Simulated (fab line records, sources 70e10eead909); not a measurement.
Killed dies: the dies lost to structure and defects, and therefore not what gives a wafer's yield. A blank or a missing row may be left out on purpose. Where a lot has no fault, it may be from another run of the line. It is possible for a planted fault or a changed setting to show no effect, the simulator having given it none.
Problem report, 8D (eight disciplines) form, completed by code + flow nand harc + the parts of the form that need people (team, actions taken, sign-off) are left out

## 1. WHAT WENT WRONG
thk nm at NHARC_A_ONON_D2_THK_MEAS_24 reads a mean of 949 nm on 2 wafers of 2 lots; wafers without a fault read 1002 nm with a standard deviation of 9.3. Relative to the usual mean, that is a shift of -5.7 standard deviations.
The step: measures by ellipsometry.
Seen first at day 20 07:46 on film metro-02, wafer L681.2. Wafers with a number at this step in the record: 42, from 14 lots. The rule behind "out" and "out of limits": a value lying over 4 standard deviations away from the usual mean. The rest of the wafers with a number are treated as sound.

## 2. WHAT IT IS AND WHAT IT IS NOT
| question                    | is                | is not                                                                                       |
|-----------------------------|-------------------|----------------------------------------------------------------------------------------------|
| which readings at this step | thk nm            | -                                                                                            |
| which lots                  | L681, L682        | L667, L668, L669, L670, L671, L673, L675, L679, L683, L684, L685, L686                       |
| which wafers of those lots  | L681.2, L682.4    | L681.3, L681.6, L682.3, L682.5                                                               |
| read on which gauges        | film metro-02     | film metro-01                                                                                |
| when                        | from day 20 07:46 | up to then (26 sound wafers); but 14 sound wafers of L682, L683, L684, L685, L686 came after |

## 3. SUSPECTS, AND WHAT RULES EACH OUT
Counting: if a tool at a process step up to the reading ran every lot that is out, it stays a suspect. Sound lots after the first of them don't rule it out here, since some wafers of a struck lot are sound.
- the gauge at NHARC_A_ONON_D2_THK_MEAS_24: kept. All the wafers that are out were read on film metro-02, and no step on other tools shows them out.
- pecvd onon-04 at NHARC_A_ONON_D2_DEP_22 (target thk 1000 nm): kept. It processed each lot that is out (first: L681, day 20 07:19); up to then, its last sound lot is L673 (day 16 09:38).
What counting leaves: pecvd onon-04 at NHARC_A_ONON_D2_DEP_22 and film metro-02 at NHARC_A_ONON_D2_THK_MEAS_24.

## 4. THE CAUSE (what the simulator had put in)
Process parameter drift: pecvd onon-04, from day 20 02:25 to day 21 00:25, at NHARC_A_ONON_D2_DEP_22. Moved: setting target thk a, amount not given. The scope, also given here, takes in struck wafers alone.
Counting leaves 2 suspects; this tool is one of them.

## 5. THE EFFECT CHAIN, in route order
Each row: a reading where the mean over the struck wafers with a number is more than 3 standard deviations away from the usual. Scope: only readings with a usual standard deviation given in the record; hours: median across lots of the time from each lot's start at the first step in this table that gives one to its start at this step; sigmas: change in usual standard deviations.
| hours | step                        | reading | usual   | on struck wafers | change | sigmas |
|-------|-----------------------------|---------|---------|------------------|--------|--------|
| 0     | NHARC_A_ONON_D2_THK_MEAS_24 | thk nm  | 1002 nm | 949              | -53    | -5.7   |
Later measuring or inspecting steps at which every struck wafer that the step has a row for has a number for every such reading, and none has moved that far: NHARC_A_ONON_D2_THK_MEAS_34.

## 6. HOW IT WOULD HAVE BEEN CAUGHT EARLIER
In this record the first reading out of limits at a measuring or inspecting step was taken at day 20 07:46, 5 hours after the fault began at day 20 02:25.
Among the 2 lots that are out, L682 began NHARC_A_ONON_D2_DEP_22 on pecvd onon-04 after day 20 07:46. A hold on the tool at that time would have spared it.
